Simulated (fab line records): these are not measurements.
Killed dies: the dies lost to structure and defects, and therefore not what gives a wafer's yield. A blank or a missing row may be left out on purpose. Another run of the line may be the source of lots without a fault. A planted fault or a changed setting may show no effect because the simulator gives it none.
Matching of chambers / flow n5Finfet / N5_BEOL_M4_STRIP_66 on rieDiel-05 has 4 sister chambers
The step strips in CF4. 4 wafers are shown with their chamber, then 7 later ones without.

WAFERS, EACH WITH ITS CHAMBER
wafer=L080.1; chamber=1; drypumpMotorCurrentA (A)=5.4
wafer=L090.3; chamber=0; drypumpMotorCurrentA (A)=6.3
wafer=L090.4; chamber=3; drypumpMotorCurrentA (A)=6.6
wafer=L090.5; chamber=2; drypumpMotorCurrentA (A)=5.8

WAFERS WITH NO CHAMBER GIVEN
wafer=L090.6; drypumpMotorCurrentA (A)=6.3
wafer=L092.1; drypumpMotorCurrentA (A)=5.7
wafer=L092.2; drypumpMotorCurrentA (A)=6.6
wafer=L092.5; drypumpMotorCurrentA (A)=6.6
wafer=L089.1; drypumpMotorCurrentA (A)=5.8
wafer=L089.2; drypumpMotorCurrentA (A)=6.3
wafer=L089.3; drypumpMotorCurrentA (A)=6.6

CHAMBER TAKEN BY EACH
wafer=L090.6; from the rows above=0; in truth=0
wafer=L092.1; from the rows above=2; in truth=2
wafer=L092.2; from the rows above=3; in truth=3
wafer=L092.5; from the rows above=3; in truth=3
wafer=L089.1; from the rows above=2; in truth=2
wafer=L089.2; from the rows above=0; in truth=0
wafer=L089.3; from the rows above=3; in truth=3
Correct placement for 7 of the 7. Number that these rows cannot place: 0. Number placed wrongly: 0.
How it was worked out, from the rows above alone: a wafer's distance from a chamber is the root of the sum, over the readings, of the square of ((its reading less the chamber's mean) divided by the reading's scatter). The wafer belongs to the nearest chamber; if the next one is less than 2 further off, it can't be placed. For every chamber, the mean is computed from those of its wafers that are shown. The scatter: root of mean squared gap, hidden wafer to nearest shown wafer, with one shown wafer a chamber.
